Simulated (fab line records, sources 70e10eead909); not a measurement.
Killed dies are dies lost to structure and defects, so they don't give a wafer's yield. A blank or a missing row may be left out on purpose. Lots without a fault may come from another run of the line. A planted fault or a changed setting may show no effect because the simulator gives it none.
Which tool did it? | flow nand_harc | 6 lots, 18 wafers sampled, at 5 steps of a route of 1159

WHAT THE GAUGES READ, wafer by wafer
NHARC_END_SORT_01.
lot  | measured     | on        | killed_at_array
L451 | day 24 23:00 | prober-01 | 30 36 33

WHICH TOOL RAN EACH LOT (tool, then ch and the chambers of the sampled wafers, then the start)
lot  | NHARC_A_STAIRCASE_TRIM_222                    | NHARC_A_STAIRCASE_ETCH_232                    | NHARC_A_STAIRCASE_TRIM_233         | NHARC_A_STAIRCASE_ETCH_234
L431 | rie_diel-12 ch 0,2, day 11 19:01 or earlier   | rie_diel-12 ch 0,1,3, day 11 19:01 or earlier | rie_diel-12 ch 0,2, day 11 19:01   | rie_diel-12 ch 2,3, no start
L435 | rie_diel-12 ch 1,2, day 12 03:56 or earlier   | rie_diel-12 ch 1,2, day 12 03:56 or earlier   | rie_diel-12 ch 1,2, day 12 03:56   | rie_diel-12 ch 1,2, no start
L439 | rie_diel-11 ch 0,1,3, day 13 15:35 or earlier | rie_diel-12 ch 0,1,3, day 13 15:35 or earlier | rie_diel-12 ch 0,1,3, day 13 15:35 | rie_diel-12 ch 0,2,3, no start
L447 | rie_diel-10 ch 1,2,3, day 15 06:17 or earlier | rie_diel-10 ch 0,1,3, day 15 06:17 or earlier | rie_diel-10 ch 1,2,3, day 15 06:17 | rie_diel-10 ch 0,2,3, no start
L451 | rie_diel-12 ch 0,2, day 16 05:59 or earlier   | rie_diel-11 ch 0,1,3, day 16 05:59 or earlier | rie_diel-11 ch 1,2,3, day 16 05:59 | rie_diel-11 ch 1,2, day 24 23:00 or earlier
L453 | rie_diel-12 ch 0,1,3, day 17 14:17 or earlier | rie_diel-10 ch 0,2,3, day 17 14:17 or earlier | rie_diel-10 ch 0,2,3, day 17 14:17 | rie_diel-10 ch 0,1,2, no start
- NHARC_A_STAIRCASE_TRIM_222: chemistry O2, time 211.2 s.
- NHARC_A_STAIRCASE_ETCH_232: etches the open film in C4F8/O2, target depth 100 nm, time 40.5 s.
- NHARC_A_STAIRCASE_TRIM_233: chemistry O2, time 211.2 s.
- NHARC_A_STAIRCASE_ETCH_234: etches the open film in C4F8/O2, target depth 100 nm, time 40.5 s.

THE ANSWER, worked out from the rows above alone
Rule: what is usual is taken from the lots themselves. Put in order of their means at a reading, lots are off if they are a third of the lots or fewer, leave a main group of 4 or more, and stand apart from it by a gap of 3 or more times the standard deviation of the main group's means; of several such gaps the widest counts. A main group whose means are all the same, to the digits that the tables above print for the reading, isn't used. A lot without any number at a reading at which 4 lots or more have one is off too. The other lots that the step has rows for count as sound.
No lot is off at any reading shown: from this, nothing can be told.

WHAT THE SIMULATOR HAD PUT IN
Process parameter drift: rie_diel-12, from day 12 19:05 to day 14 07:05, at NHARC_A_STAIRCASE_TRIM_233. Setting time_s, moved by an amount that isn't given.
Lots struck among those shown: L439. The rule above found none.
